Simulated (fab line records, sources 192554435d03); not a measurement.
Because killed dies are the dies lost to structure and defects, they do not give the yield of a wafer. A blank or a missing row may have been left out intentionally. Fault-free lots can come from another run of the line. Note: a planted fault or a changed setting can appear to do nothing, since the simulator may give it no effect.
fab line records	flow n5-finfet
record lots=6	wafers=18	last-day=19
route steps=1938 shown BEOL_M10@1497
lots that met no fault: from a run of the same line without faults
start-h: hours from the record's first day to the start of the lot's first wafer shown	wait-h: how many hours have passed since the lot's step before this one	" same as the row above	L1.1+2: one row covering several wafers at once	- no value, or no start given	* or withheld: withheld	< > ~ a bound
route shown NAME@n: a module of which the file shows steps, and the number in the route of the first	usual: the fault-free wafers' mean and standard deviation	same: alike in all rows	chamber/n: place in a boat	sites: each site's reading	_std_site: standard deviation across them	_edge_site: the outer-site mean with the inner-site mean subtracted	radius-mm: for every site, how far away it sits from the centre of the wafer	mask NAME#n: copy n	behind: the tool/chamber that last shaped the wafer	hold: the reason the lot was held/the length of the hold in hours/how it ended	device: names the non-switching transistor (n, p or np)	end of line: tests of these same wafers at the route's end	a step given without rows: its recipe and nothing more	killed: at the first sort, the dies lost to defects and structure; wafer yield is something else	map: shows each die of a wafer: x if killed, . if not, _ if none is there
set.NAME: the run value of the setting; set.NAME@STEP: its run value at that earlier step	model.NAME: the simulator's own value behind a step, which no gauge read
certain route steps with their lots: each step a table, each wafer a row
services: the hour from which a tool's chamber was out of use, counted from the record's first day as start-h (under 0 if before that day), plus the number of hours and why
## steps
# step N5_BEOL_M10_EBR_24
# recipe solvent=PGMEA	ebr-width-mm=1.5
# step N5_BEOL_M10_SOFTBAKE_23
# recipe temp-c=110	time-s=60	resist=CAR-ArF
# step N5_BEOL_M10_EXPOSE_25
# recipe mask-id=V9	na=1.35	source-shape=annular	sigma-inner=0.5	sigma-outer=0.8	polarization=unpolarized	dose-mj=85.5
# step N5_BEOL_M10_PEB_26
# recipe peb-temp-c=withheld	peb-time-s=60	resist=CAR-ArF
# step N5_BEOL_M10_DEVELOP_27
# recipe develop-time-s=30	developer=TMAH	resist=CAR-ArF	rinse-liquid=diw	dry=air-spin	dev-temp-c=23
# step N5_BEOL_M10_CD_MEAS_28
# recipe target-cd-nm=70	landing-energy-ev=500	detector=se-inlens	polarity=opening
# usual cd-nm=70.1/0.85
lot.wafer	tool	chamber	start-h	wait-h	cd-nm
L949.1	cd-sem-03	0	262.41	-	70.1
L949.3	"	0	"	"	70.2
L949.4	"	0	"	"	69.1
L955.1	cd-sem-02	0	309.83	-	69.5
L955.2	"	0	"	"	69.5
L955.4	"	0	"	"	70.0
L958.2	cd-sem-02	0	315.78	-	69.1
L958.3	"	0	"	"	69.1
L958.5	"	0	"	"	69.5
L960.1	cd-sem-01	0	334.97	-	70.4
L960.4	"	0	"	"	70.1
L960.5	"	0	"	"	71.2
L968.2	cd-sem-02	0	378.17	-	71.0
L968.4	"	0	"	"	71.3
L968.6	"	0	"	"	70.4
L970.3	cd-sem-02	0	412.34	-	71.7
L970.5	"	0	"	"	71.3
L970.6	"	0	"	"	71.5
# step N5_BEOL_M10_OVL_MEAS_29
# recipe points-per-wafer=44
# usual V9_OVL=0.0/0.72
lot.wafer	tool	chamber	start-h	wait-h	V9_OVL[nm]
L949.1	overlay-02	0	262.44	0.0	-1.3
L949.3	"	0	"	"	0.2
L949.4	"	0	"	"	0.8
L955.1	overlay-02	0	309.86	0.0	-0.9
L955.2	"	0	"	"	0.2
L955.4	"	0	"	"	0.7
L958.2	overlay-02	0	315.81	0.0	0.3
L958.3	"	0	"	"	-1.3
L958.5	"	0	"	"	-0.7
L960.1	overlay-01	0	335.00	0.0	-0.3
L960.4	"	0	"	"	-0.2
L960.5	"	0	"	"	0.2
L968.2	overlay-02	0	378.20	0.0	-1.3
L968.4	"	0	"	"	-0.7
L968.6	"	0	"	"	-0.9
L970.3	overlay-01	0	412.37	0.0	0.1
L970.5	"	0	"	"	0.6
L970.6	"	0	"	"	-1.3
# step N5_BEOL_M10_INSPECT_30
# recipe mode=adi	inspect-instrument=brightfield
# usual raw-defect-count=430/98
lot.wafer	tool	chamber	start-h	wait-h	raw-defect-count
L949.1	defect-inspect-01	-	262.46	0.0	424
L949.3	"	-	"	"	433
L949.4	"	-	"	"	310
L955.1	defect-inspect-01	-	309.88	0.0	412
L955.2	"	-	"	"	377
L955.4	"	-	"	"	411
L958.2	defect-inspect-02	-	315.84	0.0	407
L958.3	"	-	"	"	531
L958.5	"	-	"	"	458
L960.1	defect-inspect-02	-	335.02	0.0	511
L960.4	"	-	"	"	321
L960.5	"	-	"	"	481
L968.2	defect-inspect-02	-	378.22	0.0	391
L968.4	"	-	"	"	331
L968.6	"	-	"	"	257
L970.3	defect-inspect-01	-	412.40	0.0	558
L970.5	"	-	"	"	471
L970.6	"	-	"	"	354
# step N5_BEOL_M10_DESCUM_33
# recipe chemistry=O2	time-s=7.9	source-power-w=50	bias-power-w=20	pressure-mtorr=20	rf-frequency-hz=2.712e+07	temp-c=40	resist=CAR-ArF	o2-flow-sccm=225
# usual chamber-pressure-mTorr=19.998/0.018	drypump-motor-current-A=5.8/0.42	o2-flow-sccm=225.1/0.68	oes-product-au=0.76/0.065	rf-vpp-V=243.5/1.1	showerhead-plenum-p-Torr=2.12/0.051	throttle-valve-pct=20.50/0.21
# same time-s=7.9
lot.wafer	tool	chamber	start-h	wait-h	chamber-pressure-mTorr	drypump-motor-current-A	o2-flow-sccm	oes-product-au	rf-hours-counter-h	rf-vpp-V	showerhead-plenum-p-Torr	throttle-valve-pct
L949.1	rie-diel-01	3	262.73	0.3	20.003	5.6	224.5	0.75	156	244.1	2.09	20.57
L949.3	"	2	"	"	20.015	6.2	224.5	0.83	84	241.8	2.03	20.54
L949.4	"	0	"	"	19.973	5.8	224.8	0.82	89	243.8	2.20	20.51
L955.1	rie-diel-04	3	310.62	0.7	19.988	6.5	223.7	0.73	215	243.7	2.17	20.31
L955.2	"	0	"	"	20.010	6.4	225.8	0.85	57	246.2	2.21	20.35
L955.4	"	1	"	"	20.001	5.3	224.5	0.76	137	243.1	2.09	20.17
L958.2	rie-diel-04	1	316.03	0.2	19.999	5.3	224.8	0.76	140	244.0	2.09	20.17
L958.3	"	3	"	"	20.041	6.5	226.0	0.73	218	243.4	2.16	20.30
L958.5	"	2	"	"	19.993	5.4	226.2	0.68	-	243.0	2.15	21.01
L960.1	rie-diel-04	1	335.06	0.0	19.994	5.3	226.0	0.76	149	242.6	2.08	20.16
L960.4	"	3	"	"	19.980	6.5	225.4	0.72	-	243.8	2.16	20.32
L960.5	"	3	"	"	19.986	6.4	225.3	0.72	-	245.7	2.16	20.30
L968.2	rie-diel-06	2	378.26	0.0	20.020	5.1	224.4	0.69	240	245.6	2.16	20.43
L968.4	"	2	"	"	19.996	5.1	225.2	0.69	-	243.5	2.16	20.44
L968.6	"	3	"	"	20.002	5.9	225.8	0.70	-	242.0	2.08	20.56
L970.3	rie-diel-04	2	412.43	0.0	19.985	5.5	225.1	0.89	25	244.6	2.14	20.68
L970.5	"	1	"	"	19.969	5.3	224.7	0.73	-	241.0	2.07	20.22
L970.6	"	0	"	"	19.991	6.4	224.7	0.82	-	243.9	2.20	20.40
# step N5_BEOL_M10_ETCH_65
# recipe chemistry=CF4	target=SiARC	target-depth-a=390	mask-material=CAR-ArF	time-s=65	ion-energy-ev=80	pressure-mtorr=40	source-w=545	bias-w=36	Ar_flow_sccm=100	cf4-flow-sccm=100	ends=cleared
# usual chamber-pressure-mTorr=40.00/0.04	drypump-motor-current-A=5.8/0.42	etch-rf-on-time-s=64.8/0.75	oes-product-au=0.65/0.055	rf-fwd-power-W=538.1/2.3	rf-vpp-V=184.2/1.1	showerhead-plenum-p-Torr=2.16/0.049	throttle-valve-pct=15.68/0.19
lot.wafer	tool	chamber	start-h	wait-h	chamber-pressure-mTorr	drypump-motor-current-A	etch-rf-on-time-s	oes-product-au	rf-fwd-power-W	rf-hours-counter-h	rf-vpp-V	showerhead-plenum-p-Torr	throttle-valve-pct
L949.1	rie-diel-01	3	262.77	0.0	39.97	5.6	64.6	0.64	540.7	156	183.9	2.14	15.79
L949.3	"	2	"	"	40.00	6.2	64.3	0.70	539.0	84	182.9	2.08	15.75
L949.4	"	0	"	"	40.02	5.7	65.0	0.70	533.5	89	183.5	2.24	15.63
L955.1	rie-diel-04	3	310.66	0.0	39.98	6.5	64.6	0.63	540.2	215	185.0	2.20	15.55
L955.2	"	0	"	"	40.02	6.4	64.0	0.73	534.1	57	185.4	2.26	15.56
L955.4	"	1	"	"	39.99	5.3	65.6	0.64	537.4	137	185.3	2.14	15.39
L958.2	rie-diel-04	1	316.07	0.0	39.99	5.3	64.8	0.65	540.7	140	183.3	2.14	15.41
L958.3	"	3	"	"	39.99	6.5	64.5	0.63	541.6	218	183.4	2.20	15.53
L958.5	"	2	"	"	39.98	5.4	65.0	0.58	538.6	-	184.2	2.19	16.18
L960.1	rie-diel-04	1	335.11	0.0	40.01	5.3	65.9	0.63	535.0	149	184.9	2.13	15.43
L960.4	"	3	"	"	39.97	6.5	65.3	0.61	540.0	-	184.2	2.20	15.55
L960.5	"	3	"	"	39.99	6.5	65.7	0.62	539.0	-	186.3	2.20	15.54
L968.2	rie-diel-06	2	378.29	0.0	40.00	5.1	64.8	0.59	536.9	240	185.2	2.21	15.68
L968.4	"	2	"	"	39.97	5.1	65.6	0.58	538.9	-	183.9	2.21	15.66
L968.6	"	3	"	"	40.02	5.8	65.5	0.59	535.6	-	184.8	2.12	15.67
L970.3	rie-diel-04	2	412.46	0.0	40.01	5.4	63.7	0.78	534.6	25	184.8	2.18	15.72
L970.5	"	1	"	"	40.10	5.3	65.9	0.62	537.5	-	182.9	2.12	15.48
L970.6	"	0	"	"	39.93	6.4	64.4	0.70	535.9	-	185.2	2.25	15.62
# step N5_BEOL_M10_ETCH_66
# recipe chemistry=N2/H2	target=SOC	target-depth-a=1200	overetch-a=240	mask-material=SiARC	temp-c=40	time-s=180	ion-energy-ev=200	pressure-mtorr=30	source-w=840	bias-w=150	n2-flow-sccm=200	h2-flow-sccm=200
# usual chamber-pressure-mTorr=30.000/0.027	drypump-motor-current-A=5.8/0.42	oes-product-au=0.61/0.05	rf-fwd-power-W=836.8/2.5	rf-vpp-V=524.6/1.9	showerhead-plenum-p-Torr=2.57/0.064	throttle-valve-pct=17.89/0.23
# same time-s=180
lot.wafer	tool	chamber	start-h	wait-h	chamber-pressure-mTorr	drypump-motor-current-A	oes-product-au	rf-fwd-power-W	rf-hours-counter-h	rf-vpp-V	showerhead-plenum-p-Torr	throttle-valve-pct
L949.1	rie-diel-01	3	262.82	0.0	30.023	5.6	0.60	840.3	156	522.9	2.54	17.97
L949.3	"	2	"	"	30.008	6.2	0.66	838.7	84	522.2	2.47	17.92
L949.4	"	0	"	"	30.035	5.8	0.66	838.2	89	527.1	2.67	17.92
L955.1	rie-diel-04	3	310.71	0.0	30.009	6.5	0.59	838.2	215	525.8	2.62	17.63
L955.2	"	0	"	"	30.021	6.4	0.69	836.8	57	527.7	2.70	17.75
L955.4	"	1	"	"	30.012	5.3	0.61	835.3	137	524.5	2.54	17.53
L958.2	rie-diel-04	1	316.12	0.0	29.979	5.3	0.62	834.2	140	524.6	2.54	17.51
L958.3	"	3	"	"	30.009	6.5	0.59	844.3	218	525.8	2.62	17.63
L958.5	"	2	"	"	29.937	5.4	0.55	835.5	-	526.2	2.61	18.46
L960.1	rie-diel-04	1	335.18	0.1	29.982	5.3	0.60	837.6	149	523.8	2.54	17.55
L960.4	"	3	"	"	30.007	6.5	0.58	832.9	-	527.1	2.62	17.64
L960.5	"	3	"	"	30.037	6.5	0.58	836.9	-	525.9	2.62	17.65
L968.2	rie-diel-06	2	378.34	0.0	30.001	5.1	0.56	839.4	240	525.6	2.62	17.89
L968.4	"	2	"	"	30.032	5.1	0.55	843.7	-	526.5	2.62	17.91
L968.6	"	3	"	"	29.995	5.9	0.57	838.9	-	524.4	2.51	17.89
L970.3	rie-diel-04	2	412.51	0.0	30.026	5.4	0.72	838.9	25	525.5	2.60	18.08
L970.5	"	1	"	"	29.999	5.3	0.59	836.5	-	522.4	2.53	17.57
L970.6	"	0	"	"	29.993	6.4	0.65	832.7	-	526.1	2.68	17.82
# step N5_BEOL_M10_STRIP_69
# recipe chemistry=N2/H2	temp-c=40	n2-flow-sccm=200	h2-flow-sccm=200	rf-frequency-hz=6e+07
# step N5_BEOL_M10_VIA_ETCH_34
# recipe chemistry=C4F6/O2	target=SiCOH_lowk	target-depth-a=1845	mask-material=SOC	taper-deg=4	time-s=69.2	ion-energy-ev=250	pressure-mtorr=30	source-w=345	bias-w=185	Ar_flow_sccm=300	C4F6_flow_sccm=10	O2_flow_sccm=10
# usual C4F6_flow_sccm=9.997/0.03	chamber-pressure-mTorr=30.000/0.027	drypump-motor-current-A=5.8/0.42	oes_f_703_au=0.76/0.062	oes-product-au=0.76/0.064	rf-fwd-power-W=342.1/1	rf-vpp-V=667/8.2	showerhead-plenum-p-Torr=2.87/0.064	throttle-valve-pct=20.95/0.21
# same time-s=69.2
lot.wafer	tool	chamber	start-h	wait-h	C4F6_flow_sccm	chamber-pressure-mTorr	drypump-motor-current-A	oes_f_703_au	oes-product-au	rf-fwd-power-W	rf-hours-counter-h	rf-vpp-V	showerhead-plenum-p-Torr	throttle-valve-pct	model.etch.depth-nm	model.SOC_of_BEOL_M10_COAT_63.thk-nm
L949.1	rie-diel-01	3	262.94	0.0	9.963	30.019	5.6	0.76	0.75	343.2	156	669	2.86	21.14	182.9	92.2
L949.3	"	2	"	"	9.956	30.012	6.2	0.82	0.82	342.8	84	662	2.77	21.07	184.7	91.6
L949.4	"	0	"	"	10.005	30.024	5.8	0.80	0.81	344.5	89	677	2.98	20.95	183.7	92.4
L955.1	rie-diel-04	3	310.83	0.0	10.054	30.023	6.5	0.72	0.73	343.0	215	677	2.93	20.73	183.3	91.8
L955.2	"	0	"	"	10.014	30.038	6.4	0.86	0.86	340.3	57	662	3.00	20.85	186.6	91.6
L955.4	"	1	"	"	10.007	30.010	5.3	0.76	0.75	341.9	137	654	2.84	20.62	181.5	92
L958.2	rie-diel-04	1	316.24	0.0	9.981	30.057	5.3	0.76	0.76	341.4	140	655	2.84	20.61	182.6	92.2
L958.3	"	3	"	"	10.031	29.981	6.5	0.92	0.76	424.1	218	606	2.93	20.74	198.7	91.2
L958.5	"	2	"	"	10.012	29.986	5.4	0.69	0.67	340.7	-	672	2.90	21.43	181.5	92.2
L960.1	rie-diel-04	1	335.37	0.0	9.967	29.953	5.3	0.75	0.75	340.7	150	656	2.83	20.62	182.6	92.6
L960.4	"	3	"	"	10.022	29.990	6.5	0.92	0.76	423.9	-	607	2.92	20.76	200.2	91.4
L960.5	"	3	"	"	10.008	30.027	6.5	0.91	0.76	424.8	-	606	2.92	20.75	200.9	91.6
L968.2	rie-diel-06	2	378.47	0.0	9.983	30.062	5.1	0.70	0.69	344.4	240	674	2.92	20.86	184.4	91.6
L968.4	"	2	"	"	9.979	29.996	5.0	0.70	0.68	343.0	-	672	2.92	20.86	183.8	92
L968.6	"	3	"	"	10.012	29.985	5.9	0.71	0.71	342.5	-	661	2.82	20.97	185.2	91.8
L970.3	rie-diel-04	2	412.64	0.0	10.024	29.977	5.5	0.90	0.90	341.8	25	671	2.89	21.09	186.9	92.4
L970.5	"	1	"	"	9.979	30.024	5.3	0.73	0.73	341.2	-	655	2.82	20.67	182.4	92.6
L970.6	"	0	"	"	10.026	29.975	6.4	0.82	0.81	340.4	-	663	2.98	20.88	184.8	92.4
# step N5_BEOL_M10_STRIP_73
# recipe chemistry=C4F6/O2	resist=SiARC	rf-frequency-hz=6e+07
## services
tool	chamber	start-h	hours	kind
rie-diel-06	3	258.10	3.1	repair
rie-diel-04	3	260.32	20.8	repair
rie-diel-06	1	301.28	8.3	repair
rie-diel-06	-	310.71	2.8	pm
rie-diel-01	0	311.39	14.6	repair
rie-diel-04	2	317.65	-	clean
rie-diel-04	2	317.65	-	consumable-replace:focus-ring
rie-diel-04	2	317.65	19.5	scheduled-down
rie-diel-04	2	317.65	19.5	vent-cycle
rie-diel-01	1	323.83	2.3	repair
rie-diel-04	0	328.48	9.2	repair
rie-diel-01	1	337.50	9.0	repair
rie-diel-01	3	376.33	6.9	repair
rie-diel-06	0	377.94	8.3	repair
rie-diel-06	0	386.49	-	clean
rie-diel-06	0	386.49	-	consumable-replace:esc
rie-diel-06	0	386.49	-	consumable-replace:focus-ring
rie-diel-06	0	386.49	24.7	scheduled-down
rie-diel-01	2	397.61	35.8	repair
rie-diel-04	3	401.11	-	clean
rie-diel-04	3	401.11	-	consumable-replace:focus-ring
rie-diel-04	3	401.11	15.5	scheduled-down
rie-diel-04	3	401.11	15.5	vent-cycle
rie-diel-06	2	401.88	2.7	repair
## key
first-sign step=N5_BEOL_M10_VIA_ETCH_34	reading=rf-fwd-power-W	direction=up	sigmas=78	usual=*	struck=*
effect step=N5_BEOL_M10_VIA_ETCH_34	reading=rf-vpp-V	direction=down	sigmas=7.3	usual=667	struck=606
model-effect step=N5_BEOL_M10_VIA_ETCH_34	value=etch.depth-nm	without=183.9	struck=199.9
met-at N5_BEOL_M10_VIA_ETCH_34
struck-wafers L958.3,L960.4,L960.5
onset-between 310.83 316.24
fault kind=process-parameter-drift	tool=rie-diel-04	chamber=3	onset-h=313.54	steps=N5_BEOL_M10_VIA_ETCH_34	channel=source-w	offset=82.8	shape=step	end-h=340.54	acts-in=these-recipes-only	stated=345
